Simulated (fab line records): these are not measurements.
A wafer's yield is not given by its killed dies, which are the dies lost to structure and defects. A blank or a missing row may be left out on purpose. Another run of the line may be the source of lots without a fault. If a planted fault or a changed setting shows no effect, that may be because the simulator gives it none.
Comparing a struck lot with a sound one -- flow n5_finfet -- 23 steps out of a route of 1938
Sound: wafers L967.1, L967.2, L967.5. Wafers struck: L970.2, L970.3, L970.6. The cause is named last.
For every step that has rows: the tool of each side, followed by ch and its chambers, followed by its first start. Under that, the readings that differ: sound wafers -- struck wafers -- difference of the means -- sigmas: that difference in standard deviations of wafers without a fault.
alike: same words and numbers on both sides, and readings whose means sit less than 2 such deviations apart. not compared: any withheld reading, any reading some wafer has no value for, any bound like >300 that may hide the same value, and any number with overlapping values for which the record gives no deviation.
Wherever a step has rows on one side only, a row that says differs or no value, or a row with sigmas, the two part there. Numbers that have no deviation but don't overlap get no sigmas and don't part them. A reading missing from all wafers of one side parts the sides only when that side holds two or more wafers.

first, 8 steps without rows for these wafers: N5_BEOL_M9_ANNEAL_51 (time 90 s); N5_BEOL_M9_CMP_52 (polishes, stops on SiCOH lowk, t overpolish 7 s, target thk 140 nm); N5_BEOL_M9_PRE_CLEAN_55 (time 15 s); N5_BEOL_M9_DEP_56 (deposits SiCN from 3MS/NH3, target thk 15 nm, time 26.5 s); N5_BEOL_M10_ILD_DEP_00 (deposits SiCOH lowk from DEMS/porogen, target thk 308.51 nm, time 58 s); N5_BEOL_M10_CURE_71 (cures SiCOH lowk, time 240 s); N5_BEOL_M10_PECVD_70 (deposits SiO2 from TEOS/O2, target thk 20 nm, time 22.7 s); N5_BEOL_M10_HM_DEP_02 (deposits TiN, target thk 20 nm).
N5_BEOL_M10_COAT_59: time 60 s, resist thk 100 nm.
  sound on litho_track-01 ch 0, day 10 06:12; struck on litho_track-01 ch 0, day 10 21:33
reading,sound,struck,difference,sigmas
spin_speed_rpm (rpm),1497.1 1499.3 1497.8,1314.6 1314.8 1313.4,-183.8,-99 or more
model.SOC_of_BEOL_M10_COAT_59.thk_nm (nm),99.6 99.8 99.8,106.4 106.6 106.6,+6.8,
then, 9 steps without rows for these wafers: N5_BEOL_M10_COAT_60 (time 60 s, resist thk 30 nm); N5_BEOL_M10_COAT_05 (resist thk 90 nm); N5_BEOL_M10_EBR_07; N5_BEOL_M10_SOFTBAKE_06 (time 60 s); N5_BEOL_M10_EXPOSE_08 (exposes mask M10); N5_BEOL_M10_PEB_09 (peb time 60 s); N5_BEOL_M10_DEVELOP_10 (develop time 30 s); N5_BEOL_M10_DESCUM_16 (chemistry O2, time 7.9 s); N5_BEOL_M10_ETCH_61 (etches SiARC in CF4, target depth 39 nm, time 65 s).
N5_BEOL_M10_ETCH_62: etches SOC in N2/H2, target depth 110 nm, overetch 22 nm, time 165 s.
  sound on rie_diel-01 ch 0,2,3, day 10 06:37; struck on rie_diel-03 ch 0,1,2, day 10 22:22
reading,sound,struck,difference,sigmas
model.etch.depth_nm (nm),99.62 99.86 99.77,106.3 106.6 106.5,+6.7,
  alike: drypump_motor_current_A, oes_product_au, rf_fwd_power_W, rf_vpp_V, showerhead_plenum_p_Torr, throttle_valve_pct
  not compared: rf_hours_counter_h
then, 2 steps without rows for these wafers: N5_BEOL_M10_STRIP_68 (strips in N2/H2); N5_BEOL_M10_STRIP_67 (strips in CF4).
N5_BEOL_M10_HM_OPEN_17: chemistry Cl2/BCl3, target TiN, target depth 20 nm, overetch 6 nm.
  sound on rie_metal-03 ch 0,1, day 10 06:48; struck on rie_metal-03 ch 0,1, day 10 22:34
reading,sound,struck,difference,sigmas
model.SOC_of_BEOL_M10_COAT_59.thk_nm (nm),91.8 92 91.8,98.4 98.6 98.6,+6.7,
  alike: bcl3_flow_sccm, drypump_motor_current_A, oes_ar_750_au, oes_product_au, rf_fwd_power_W, throttle_valve_pct
  not compared: rf_hours_counter_h
then, 1 step without rows for these wafers: N5_BEOL_M10_STRIP_19 (strips in O2).

WHERE THEY PART
Only at N5_BEOL_M10_COAT_59, as far as this record shows. Later steps at which nothing parts them and some readings are alike: N5_BEOL_M10_ETCH_62, N5_BEOL_M10_HM_OPEN_17.

WHY: what had been put in by the simulator
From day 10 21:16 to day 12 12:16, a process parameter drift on litho_track-01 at N5_BEOL_M10_COAT_59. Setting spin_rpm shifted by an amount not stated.
